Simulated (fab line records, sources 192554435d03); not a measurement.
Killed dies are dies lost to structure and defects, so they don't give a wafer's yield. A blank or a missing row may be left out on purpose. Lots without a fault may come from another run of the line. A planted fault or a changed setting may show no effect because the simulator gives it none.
fab line records | flow n5_finfet
record lots=24 wafers=72 last_day=18
route steps=1938 shown BEOL_M2@889
lots that met no fault: from a run of the same line without faults
start_h: hours from the record's first day to the start of the lot's first wafer shown | wait_h: hours since the lot's step before | " the same as in the row above | L1.1+2: a row that stands for several wafers | - no value, or no start given | * or withheld: withheld | < > ~ a bound
route shown NAME@n: a module of which the file shows steps, and the number in the route of the first | usual: mean/standard deviation of fault-free wafers | same: alike in all rows | chamber/n: place in a boat | sites: the reading at each site | _std_site: their standard deviation | _edge_site: outer sites' mean less inner sites' | radius_mm: how far each site lies from the wafer's centre | mask NAME#n: copy n | behind: the tool/chamber that last shaped the wafer | hold: why the lot was held/for how many hours/how that ended | device: the transistor (n, p or np) that didn't switch | end of line: the same wafers' tests at the end of the route | a step without rows: its recipe alone | killed: dies lost to structure and defects at the first sort, not the wafer's yield | map: a wafer's dies, x killed, . not, _ none there
set.NAME: the setting as run; set.NAME@STEP: as run at that earlier step | model.NAME: the simulator's own value behind a step, which no gauge read
steps of the route over a sample of lots; a table a step, a row a wafer
services: from which hour (start_h, from the record's first day; less than 0 if before it) a tool's chamber was out of use, for how many hours, and why
## steps
# step N5_BEOL_M2_STRIP_36
# recipe chemistry=N2/H2 power_w=450 temp_c=40 pressure_mtorr=20 rf_frequency_hz=6e+07 overash_fraction=0.3 bias_power_w=7 h2_frac=0.5 n2_flow_sccm=200 h2_flow_sccm=200
# usual drypump_motor_current_A=5.6/0.49 oes_product_au=0.81/0.095 rf_vpp_V=59.2/1.3 showerhead_plenum_p_Torr=2.52/0.087 temp_c=40.00/0.12 throttle_valve_pct=23.5/0.37
# columns lot.wafer tool chamber start_h wait_h drypump_motor_current_A oes_product_au rf_hours_counter_h rf_vpp_V showerhead_plenum_p_Torr temp_c throttle_valve_pct
L074.2 rie_diel-02 1 134.19 0.0 6.4 0.69 238 57.9 2.50 39.93 23.1
L074.3 " 3 " " 5.3 0.97 12 59.5 2.69 40.09 23.2
L074.4 " 2 " " 5.1 0.89 42 60.6 2.49 40.11 23.6
L075.1 rie_diel-04 0 145.99 0.0 5.0 0.68 244 58.2 2.53 40.07 24.2
L075.4 " 0 " " 5.0 0.69 - 61.1 2.53 40.01 24.2
L075.6 " 3 " " 6.2 0.69 - 59.7 2.50 39.92 23.5
L077.2 rie_diel-02 0 149.53 0.0 5.1 0.71 206 62.3 2.40 40.13 23.9
L077.4 " 3 " " 5.3 0.94 17 57.6 2.69 39.83 23.2
L077.5 " 3 " " 5.3 0.95 - 63.0 2.69 39.82 23.2
L076.2 rie_diel-02 1 152.70 0.0 6.4 0.68 245 60.9 2.50 39.97 23.1
L076.3 " 2 " " 5.2 0.86 49 57.9 2.49 40.19 23.6
L076.5 " 2 " " 5.2 0.87 - 61.3 2.49 40.00 23.6
L078.2 rie_diel-03 1 166.03 0.0 5.3 0.83 68 58.9 2.46 40.04 23.1
L078.5 " 3 " " 5.2 0.75 - 59.2 2.66 39.94 23.6
L078.6 " 1 " " 5.3 0.83 - 57.9 2.46 40.09 23.2
L079.2 rie_diel-03 1 170.89 0.0 5.3 0.82 70 59.1 2.46 39.83 23.1
L079.4 " 1 " " 5.3 0.81 - 59.3 2.46 39.93 23.2
L079.6 " 3 " " 5.1 0.73 - 59.3 2.66 39.96 23.7
L081.3 rie_diel-04 3 185.89 0.0 6.1 0.94 3 61.5 2.49 40.34 23.1
L081.5 " 3 " " 6.2 0.95 - 57.6 2.50 40.24 23.1
L081.6 " 2 " " 5.1 0.96 - 58.6 2.49 40.17 23.5
L082.1 rie_diel-02 0 192.62 0.0 5.1 0.69 223 57.2 2.40 40.02 23.9
L082.2 " 3 " " 5.3 0.90 35 57.8 2.68 39.94 23.2
L082.3 " 2 " " 5.1 0.85 65 60.6 2.48 40.03 23.6
L080.4 rie_diel-03 0 192.69 0.0 6.1 0.90 27 58.5 2.49 39.83 23.9
L080.5 " 3 " " 5.2 0.74 - 60.7 2.66 40.01 23.7
L080.6 " 0 " " 6.1 0.89 - 57.8 2.49 39.95 23.9
L083.1 rie_diel-04 1 198.37 0.0 6.0 0.72 206 60.1 2.62 40.04 24.1
L083.3 " 2 " " 5.1 0.94 16 59.0 2.49 39.84 23.4
L083.4 " 3 " " 6.2 0.92 - 59.7 2.49 39.79 23.1
L084.3 rie_diel-04 2 201.44 0.0 5.1 0.94 17 59.6 2.49 39.72 23.4
L084.4 " 2 " " 5.1 0.93 - 57.2 2.49 39.94 23.4
L084.6 " 3 " " 6.2 0.91 - 59.9 2.49 40.06 23.1
L085.2 rie_diel-04 1 201.80 0.0 6.0 0.72 208 60.6 2.62 39.94 24.1
L085.4 " 2 " " 5.1 0.93 - 60.4 2.49 40.02 23.4
L085.6 " 3 " " 6.2 0.92 - 58.5 2.49 39.91 23.1
L086.1 rie_diel-02 0 207.44 0.0 5.1 0.70 229 57.3 2.39 39.82 23.9
L086.2 " 3 " " 5.3 0.91 40 58.0 2.68 40.13 23.2
L086.4 " 2 " " 5.2 0.85 71 58.9 2.48 39.81 23.7
L087.1 rie_diel-03 1 214.33 0.0 5.3 0.79 86 58.8 2.45 40.11 23.2
L087.3 " 2 " " 5.9 0.69 238 57.1 2.51 40.07 23.8
L087.6 " 0 " " 6.1 0.87 - 59.0 2.48 40.14 23.9
L088.2 rie_diel-02 3 218.39 0.0 5.3 0.90 44 57.9 2.68 40.11 23.2
L088.3 " 1 " " 6.4 0.95 13 58.9 2.49 39.96 22.9
L088.6 " 0 " " 5.1 0.69 - 57.1 2.39 40.11 23.9
L089.1 rie_diel-03 1 225.43 0.0 5.3 0.80 90 58.2 2.45 40.00 23.2
L089.2 " 2 " " 5.9 0.70 241 58.7 2.50 40.07 23.8
L089.3 " 3 " " 5.2 0.71 167 61.0 2.65 40.26 23.7
L090.1 rie_diel-03 2 235.75 0.0 5.9 0.69 245 59.1 2.50 40.09 23.8
L090.2 " 3 " " 5.2 0.72 171 58.5 2.65 40.09 23.7
L090.3 " 0 " " 6.1 0.88 44 59.7 2.48 39.87 23.9
L092.4 rie_diel-02 2 243.20 0.0 5.2 0.81 83 61.0 2.48 40.05 23.6
L092.5 " 0 " " 5.1 0.69 - 57.3 2.39 39.85 23.9
L092.6 " 1 " " 6.4 0.92 - 57.3 2.48 39.99 22.9
L091.1 rie_diel-02 0 251.71 0.0 5.1 0.69 244 56.9 2.39 39.87 23.9
L091.2 " 3 " " 5.3 0.87 56 58.7 2.67 39.95 23.2
L091.6 " 3 " " 5.3 0.87 - 59.7 2.67 39.98 23.2
L093.1 rie_diel-03 3 251.76 0.0 5.2 0.72 176 59.2 2.65 39.85 23.7
L093.5 " 3 " " 5.2 0.72 - 58.1 2.65 39.81 23.7
L093.6 " 1 " " 5.3 0.78 - 60.1 2.45 40.24 23.2
L094.3 rie_diel-04 1 262.51 0.0 6.0 0.71 233 59.8 2.60 40.15 24.2
L094.4 " 1 " " 6.0 0.71 - 59.2 2.60 40.12 24.2
L094.6 " 3 " " 6.2 0.86 - 57.6 2.48 40.16 23.1
L095.2 rie_diel-02 1 272.88 0.0 6.4 0.90 33 59.9 2.48 39.82 22.9
L095.3 " 3 " " 5.3 0.87 64 59.0 2.67 39.95 23.3
L095.6 " 2 " " 5.1 0.80 - 60.7 2.47 40.00 23.7
L096.1 rie_diel-02 2 278.50 0.0 5.2 0.81 97 60.2 2.47 40.05 23.7
L096.4 " 2 " " 5.2 0.81 - 55.6 2.47 40.03 23.7
L096.6 " 1 " " 6.4 0.89 - 60.8 2.48 39.65 22.9
L097.1 rie_diel-03 0 287.89 0.0 6.1 0.84 63 61.4 2.47 39.91 23.9
L097.2 " 2 " " 5.9 0.94 6 60.3 2.50 40.02 23.5
L097.4 " 1 " " 5.3 0.77 112 59.3 2.44 40.00 23.2
# step N5_BEOL_M2_DEGAS_44
# recipe ambient=vacuum temp_c=250 time_s=60
# usual heater_power_w=331/44
# columns lot.wafer tool chamber start_h wait_h heater_power_w
L074.2 pvd_sputter-03 - 134.66 0.1 414
L074.3 " - " " 283
L074.4 " - " " 368
L075.1 pvd_sputter-02 - 146.46 0.1 282
L075.4 " - " " 353
L075.6 " - " " 275
L077.2 pvd_sputter-02 - 150.07 0.2 371
L077.4 " - " " 281
L077.5 " - " " 369
L076.2 pvd_sputter-01 - 153.20 0.1 314
L076.3 " - " " 269
L076.5 " - " " 268
L078.2 pvd_sputter-03 - 166.99 0.5 359
L078.5 " - " " 286
L078.6 " - " " 356
L079.2 pvd_sputter-01 - 171.42 0.2 285
L079.4 " - " " 272
L079.6 " - " " 314
L081.3 pvd_sputter-01 - 186.41 0.2 293
L081.5 " - " " 288
L081.6 " - " " 319
L082.1 pvd_sputter-02 - 193.12 0.1 274
L082.2 " - " " 372
L082.3 " - " " 360
L080.4 pvd_sputter-02 - 193.20 0.2 367
L080.5 " - " " 353
L080.6 " - " " 274
L083.1 pvd_sputter-01 - 199.22 0.5 308
L083.3 " - " " 291
L083.4 " - " " 313
L084.3 pvd_sputter-03 - 202.15 0.4 281
L084.4 " - " " 352
L084.6 " - " " 283
L085.2 pvd_sputter-03 - 202.45 0.3 354
L085.4 " - " " 293
L085.6 " - " " 362
L086.1 pvd_sputter-03 - 208.19 0.4 348
L086.2 " - " " 425
L086.4 " - " " 293
L087.1 pvd_sputter-02 - 214.84 0.2 279
L087.3 " - " " 374
L087.6 " - " " 370
L088.2 pvd_sputter-02 - 219.22 0.5 367
L088.3 " - " " 267
L088.6 " - " " 372
L089.1 pvd_sputter-01 - 225.95 0.2 302
L089.2 " - " " 266
L089.3 " - " " 311
L090.1 pvd_sputter-03 - 236.56 0.5 284
L090.2 " - " " 422
L090.3 " - " " 359
L092.4 pvd_sputter-01 - 243.65 0.1 303
L092.5 " - " " 268
L092.6 " - " " 303
L091.1 pvd_sputter-02 - 252.31 0.3 354
L091.2 " - " " 275
L091.6 " - " " 355
L093.1 pvd_sputter-02 - 252.39 0.3 349
L093.5 " - " " 374
L093.6 " - " " 271
L094.3 pvd_sputter-02 - 262.96 0.1 360
L094.4 " - " " 277
L094.6 " - " " 370
L095.2 pvd_sputter-01 - 273.77 0.5 313
L095.3 " - " " 295
L095.6 " - " " 272
L096.1 pvd_sputter-02 - 279.32 0.4 381
L096.4 " - " " 360
L096.6 " - " " 348
L097.1 pvd_sputter-03 - 288.71 0.5 419
L097.2 " - " " 283
L097.4 " - " " 355
# step N5_BEOL_M2_SURFACE_TREAT_85
# recipe gas=Ar time_s=* ion_energy_ev=* ion_current_ma_cm2=0.5 pressure_mtorr=* ar_flow_sccm=30
# usual throttle_valve_pct=*
# columns lot.wafer tool chamber start_h wait_h throttle_valve_pct
L074.2 pvd_sputter-01 - 135.07 0.1 *
L074.3 " - " " *
L074.4 " - " " *
L075.1 pvd_sputter-01 - 146.79 0.1 *
L075.4 " - " " *
L075.6 " - " " *
L077.2 pvd_sputter-02 - 150.51 0.2 *
L077.4 " - " " *
L077.5 " - " " *
L076.2 pvd_sputter-01 - 153.66 0.1 *
L076.3 " - " " *
L076.5 " - " " *
L078.2 pvd_sputter-03 - 169.23 1.8 *
L078.5 " - " " *
L078.6 " - " " *
L079.2 pvd_sputter-03 - 171.89 0.2 *
L079.4 " - " " *
L079.6 " - " " *
L081.3 pvd_sputter-03 - 186.76 0.1 *
L081.5 " - " " *
L081.6 " - " " *
L082.1 pvd_sputter-01 - 193.44 0.1 *
L082.2 " - " " *
L082.3 " - " " *
L080.4 pvd_sputter-02 - 193.54 0.1 *
L080.5 " - " " *
L080.6 " - " " *
L083.1 pvd_sputter-02 - 199.72 0.3 *
L083.3 " - " " *
L083.4 " - " " *
L084.3 pvd_sputter-01 - 202.58 0.1 *
L084.4 " - " " *
L084.6 " - " " *
L085.2 pvd_sputter-02 - 202.84 0.2 *
L085.4 " - " " *
L085.6 " - " " *
L086.1 pvd_sputter-03 - 208.61 0.2 *
L086.2 " - " " *
L086.4 " - " " *
L087.1 pvd_sputter-01 - 215.21 0.2 *
L087.3 " - " " *
L087.6 " - " " *
L088.2 pvd_sputter-01 - 219.59 0.2 *
L088.3 " - " " *
L088.6 " - " " *
L089.1 pvd_sputter-01 - 226.55 0.2 *
L089.2 " - " " *
L089.3 " - " " *
L090.1 pvd_sputter-02 - 237.01 0.3 *
L090.2 " - " " *
L090.3 " - " " *
L092.4 pvd_sputter-01 - 244.21 0.3 *
L092.5 " - " " *
L092.6 " - " " *
L091.1 pvd_sputter-01 - 252.82 0.2 *
L091.2 " - " " *
L091.6 " - " " *
L093.1 pvd_sputter-03 - 252.84 0.1 *
L093.5 " - " " *
L093.6 " - " " *
L094.3 pvd_sputter-02 - 263.48 0.3 *
L094.4 " - " " *
L094.6 " - " " *
L095.2 pvd_sputter-03 - 274.37 0.3 *
L095.3 " - " " *
L095.6 " - " " *
L096.1 pvd_sputter-02 - 279.65 0.1 *
L096.4 " - " " *
L096.6 " - " " *
L097.1 pvd_sputter-02 - 289.04 0.1 *
L097.2 " - " " *
L097.4 " - " " *
# step N5_BEOL_M2_SPUTTER_90
# recipe material=Cu target_thk_a=45 temp_c=-20 chamber_pressure_pa=0.07 power_w=withheld time_s=8.29
# usual chuck_gas_flow_sccm=1.27/0.052 throttle_valve_pct=30.3/0.98
# columns lot.wafer tool chamber start_h wait_h chuck_gas_flow_sccm throttle_valve_pct
L074.2 pvd_sputter-03 - 136.64 0.1 1.19 29.7
L074.3 " - " " 1.21 30.9
L074.4 " - " " 1.22 29.3
L075.1 pvd_sputter-02 - 148.35 0.1 1.26 29.9
L075.4 " - " " 1.22 30.3
L075.6 " - " " 1.26 31.9
L077.2 pvd_sputter-03 - 151.97 0.1 1.38 29.1
L077.4 " - " " 1.28 30.7
L077.5 " - " " 1.25 29.0
L076.2 pvd_sputter-03 - 155.18 0.1 1.22 31.0
L076.3 " - " " 1.24 30.9
L076.5 " - " " 1.28 31.0
L078.2 pvd_sputter-03 - 170.67 0.1 1.19 31.1
L078.5 " - " " 1.32 30.9
L078.6 " - " " 1.19 31.0
L079.2 pvd_sputter-01 - 173.36 0.1 1.25 31.3
L079.4 " - " " 1.33 28.3
L079.6 " - " " 1.25 28.6
L081.3 pvd_sputter-02 - 188.44 0.1 1.13 32.0
L081.5 " - " " 1.31 30.2
L081.6 " - " " 1.25 32.0
L082.1 pvd_sputter-01 - 194.76 0.1 1.25 31.5
L082.2 " - " " 1.19 30.9
L082.3 " - " " 1.27 28.4
L080.4 pvd_sputter-02 - 194.88 0.1 1.28 30.1
L080.5 " - " " 1.30 30.1
L080.6 " - " " 1.28 30.7
L083.1 pvd_sputter-02 - 201.26 0.1 1.28 30.6
L083.3 " - " " 1.29 31.9
L083.4 " - " " 1.28 30.2
L084.3 pvd_sputter-03 - 204.17 0.1 1.29 30.9
L084.4 " - " " 1.16 29.5
L084.6 " - " " 1.34 30.5
L085.2 pvd_sputter-01 - 205.72 0.1 1.26 30.0
L085.4 " - " " 1.28 31.6
L085.6 " - " " 1.26 31.0
L086.1 pvd_sputter-02 - 209.96 0.1 1.21 29.9
L086.2 " - " " 1.36 31.9
L086.4 " - " " 1.32 30.5
L087.1 pvd_sputter-03 - 216.74 0.1 1.35 29.4
L087.3 " - " " 1.32 31.0
L087.6 " - " " 1.26 30.7
L088.2 pvd_sputter-01 - 220.97 0.1 1.26 30.1
L088.3 " - " " 1.25 31.3
L088.6 " - " " 1.22 28.5
L089.1 pvd_sputter-02 - 227.87 0.1 1.28 30.0
L089.2 " - " " 1.16 30.3
L089.3 " - " " 1.26 30.2
L090.1 pvd_sputter-01 - 239.29 0.1 1.24 30.0
L090.2 " - " " 1.33 28.5
L090.3 " - " " 1.22 31.1
L092.4 pvd_sputter-01 - 245.59 0.1 1.25 31.6
L092.5 " - " " 1.26 28.6
L092.6 " - " " 1.17 29.9
L091.1 pvd_sputter-03 - 254.58 0.1 1.33 29.6
L091.2 " - " " 1.31 29.9
L091.6 " - " " 1.33 30.6
L093.1 pvd_sputter-02 - 256.09 0.1 1.21 30.3
L093.5 " - " " 1.15 30.0
L093.6 " - " " 1.28 29.8
L094.3 pvd_sputter-01 - 264.90 0.1 1.30 31.0
L094.4 " - " " 1.16 30.0
L094.6 " - " " 1.26 28.4
L095.2 pvd_sputter-03 - 278.88 0.1 1.24 29.5
L095.3 " - " " 1.22 30.8
L095.6 " - " " 1.25 29.5
L096.1 pvd_sputter-03 - 280.98 0.1 1.21 30.7
L096.4 " - " " 1.33 29.3
L096.6 " - " " 1.26 29.4
L097.1 pvd_sputter-02 - 290.37 0.1 1.28 29.9
L097.2 " - " " 1.26 29.9
L097.4 " - " " 1.25 32.1
# step N5_BEOL_M2_ANNEAL_51
# recipe temp_c=225 time_s=90 ambient=N2
# usual wafer_temp_C_max=225.76/0.22
# columns lot.wafer tool chamber start_h wait_h wafer_temp_C_max
L074.2 rtp_anneal-02 0 137.54 0.1 225.74
L074.3 " 0 " " 226.10
L074.4 " 0 " " 225.84
L075.1 rtp_anneal-01 0 149.20 0.1 225.68
L075.4 " 0 " " 225.72
L075.6 " 0 " " 226.18
L077.2 rtp_anneal-02 0 152.87 0.1 225.63
L077.4 " 0 " " 225.88
L077.5 " 0 " " 225.58
L076.2 rtp_anneal-01 0 156.08 0.1 225.45
L076.3 " 0 " " 226.04
L076.5 " 0 " " 225.91
L078.2 rtp_anneal-02 0 171.57 0.1 225.91
L078.5 " 0 " " 225.71
L078.6 " 0 " " 226.18
L079.2 rtp_anneal-02 0 174.32 0.2 225.81
L079.4 " 0 " " 225.74
L079.6 " 0 " " 225.60
L081.3 rtp_anneal-02 0 189.39 0.1 225.47
L081.5 " 0 " " 225.81
L081.6 " 0 " " 226.01
L082.1 rtp_anneal-01 0 195.68 0.1 225.54
L082.2 " 0 " " 225.39
L082.3 " 0 " " 225.41
L080.4 rtp_anneal-02 0 196.08 0.4 226.16
L080.5 " 0 " " 225.94
L080.6 " 0 " " 225.53
L083.1 rtp_anneal-01 0 202.11 0.1 225.51
L083.3 " 0 " " 225.50
L083.4 " 0 " " 225.53
L084.3 rtp_anneal-01 0 205.20 0.2 225.88
L084.4 " 0 " " 225.88
L084.6 " 0 " " 225.73
L085.2 rtp_anneal-01 0 206.62 0.1 225.52
L085.4 " 0 " " 225.66
L085.6 " 0 " " 225.74
L086.1 rtp_anneal-02 0 210.83 0.1 225.79
L086.2 " 0 " " 225.80
L086.4 " 0 " " 226.00
L087.1 rtp_anneal-01 0 217.66 0.1 225.72
L087.3 " 0 " " 225.75
L087.6 " 0 " " 225.88
L088.2 rtp_anneal-02 0 221.87 0.1 225.64
L088.3 " 0 " " 225.86
L088.6 " 0 " " 226.00
L089.1 rtp_anneal-02 0 228.73 0.1 225.65
L089.2 " 0 " " 225.92
L089.3 " 0 " " 225.78
L090.1 rtp_anneal-02 0 240.15 0.1 226.07
L090.2 " 0 " " 225.78
L090.3 " 0 " " 226.10
L092.4 rtp_anneal-02 0 246.72 0.3 226.02
L092.5 " 0 " " 225.68
L092.6 " 0 " " 225.70
L091.1 rtp_anneal-01 0 255.44 0.1 225.58
L091.2 " 0 " " 225.40
L091.6 " 0 " " 225.63
L093.1 rtp_anneal-01 0 256.94 0.1 225.73
L093.5 " 0 " " 225.81
L093.6 " 0 " " 226.12
L094.3 rtp_anneal-01 0 265.87 0.1 225.85
L094.4 " 0 " " 225.58
L094.6 " 0 " " 225.93
L095.2 rtp_anneal-02 0 279.83 0.1 225.43
L095.3 " 0 " " 225.58
L095.6 " 0 " " 225.63
L096.1 rtp_anneal-02 0 281.83 0.1 225.66
L096.4 " 0 " " 226.22
L096.6 " 0 " " 225.91
L097.1 rtp_anneal-02 0 291.23 0.1 225.79
L097.2 " 0 " " 225.84
L097.4 " 0 " " 226.06
# step N5_BEOL_M2_CO_CAP_55
# recipe material=Co target_thk_a=20 temp_c=200 precursor=CCTBA/H2 pressure_torr=30 time_s=102.1
# usual heater_power_w=235/26
# columns lot.wafer tool chamber start_h wait_h heater_power_w
L074.2 cvd_co-01 0 138.17 0.0 236
L074.3 " 2 " " 239
L074.4 " 1 " " 234
L075.1 cvd_co-02 1 149.89 0.0 286
L075.4 " 0 " " 212
L075.6 " 2 " " 208
L077.2 cvd_co-01 0 153.49 0.0 232
L077.4 " 2 " " 230
L077.5 " 0 " " 236
L076.2 cvd_co-01 0 156.71 0.0 227
L076.3 " 2 " " 237
L076.5 " 0 " " 235
L078.2 cvd_co-01 2 172.22 0.0 233
L078.5 " 1 " " 228
L078.6 " 2 " " 240
L079.2 cvd_co-01 2 174.95 0.0 233
L079.4 " 0 " " 230
L079.6 " 1 " " 221
L081.3 cvd_co-02 1 189.96 0.0 286
L081.5 " 1 " " 282
L081.6 " 2 " " 213
L082.1 cvd_co-02 0 196.45 0.0 220
L082.2 " 2 " " 209
L082.3 " 1 " " 291
L080.4 cvd_co-02 1 196.71 0.0 290
L080.5 " 0 " " 213
L080.6 " 2 " " 206
L083.1 cvd_co-02 2 202.97 0.0 202
L083.3 " 2 " " 207
L083.4 " 1 " " 285
L084.3 cvd_co-02 1 205.78 0.0 295
L084.4 " 1 " " 285
L084.6 " 2 " " 212
L085.2 cvd_co-01 2 207.25 0.0 237
L085.4 " 0 " " 229
L085.6 " 2 " " 235
L086.1 cvd_co-02 0 211.50 0.0 213
L086.2 " 1 " " 281
L086.4 " 1 " " 284
L087.1 cvd_co-01 0 218.32 0.0 234
L087.3 " 2 " " 233
L087.6 " 2 " " 234
L088.2 cvd_co-02 2 222.50 0.0 208
L088.3 " 1 " " 289
L088.6 " 2 " " 216
L089.1 cvd_co-02 0 229.45 0.0 215
L089.2 " 2 " " 204
L089.3 " 1 " " 287
L090.1 cvd_co-02 0 240.82 0.0 222
L090.2 " 2 " " 203
L090.3 " 1 " " 288
L092.4 cvd_co-01 1 247.42 0.0 232
L092.5 " 0 " " 234
L092.6 " 2 " " 231
L091.1 cvd_co-01 1 256.11 0.0 227
L091.2 " 0 " " 230
L091.6 " 0 " " 233
L093.1 cvd_co-01 0 257.61 0.0 228
L093.5 " 2 " " 234
L093.6 " 0 " " 231
L094.3 cvd_co-02 1 266.44 0.0 285
L094.4 " 2 " " 215
L094.6 " 1 " " 294
L095.2 cvd_co-01 1 280.45 0.0 234
L095.3 " 2 " " 235
L095.6 " 2 " " 240
L096.1 cvd_co-01 1 282.65 0.0 223
L096.4 " 0 " " 238
L096.6 " 2 " " 237
L097.1 cvd_co-02 1 291.90 0.0 287
L097.2 " 2 " " 215
L097.4 " 2 " " 207
## services
# columns tool chamber start_h hours kind
cvd_co-01 1 114.74 - clean
cvd_co-01 1 114.74 22.0 scheduled_down
cvd_co-01 1 114.74 22.0 vent_cycle
cvd_co-02 - 125.00 0.2 repair
rie_diel-03 1 129.58 13.2 repair
rie_diel-04 2 139.87 - clean
rie_diel-02 1 166.72 - clean
rie_diel-02 1 166.72 - consumable_replace:focus_ring
rie_diel-02 1 166.72 15.5 scheduled_down
rie_diel-02 1 166.72 15.5 vent_cycle
cvd_co-01 - 174.11 0.4 repair
cvd_co-02 0 201.54 3.7 repair
rie_diel-03 1 204.96 8.0 repair
rie_diel-03 0 222.41 3.9 repair
rie_diel-04 0 244.97 22.3 repair
rie_diel-03 2 251.38 - clean
rie_diel-03 2 251.38 - consumable_replace:focus_ring
pvd_sputter-01 - 260.51 3.0 repair
rie_diel-02 0 267.08 - clean
rie_diel-02 0 267.08 - consumable_replace:focus_ring
rie_diel-02 0 267.08 - consumable_replace:showerhead
rie_diel-02 0 267.08 22.5 scheduled_down
rie_diel-02 0 267.08 22.5 vent_cycle
rie_diel-02 3 277.74 6.1 repair
## key
fault none
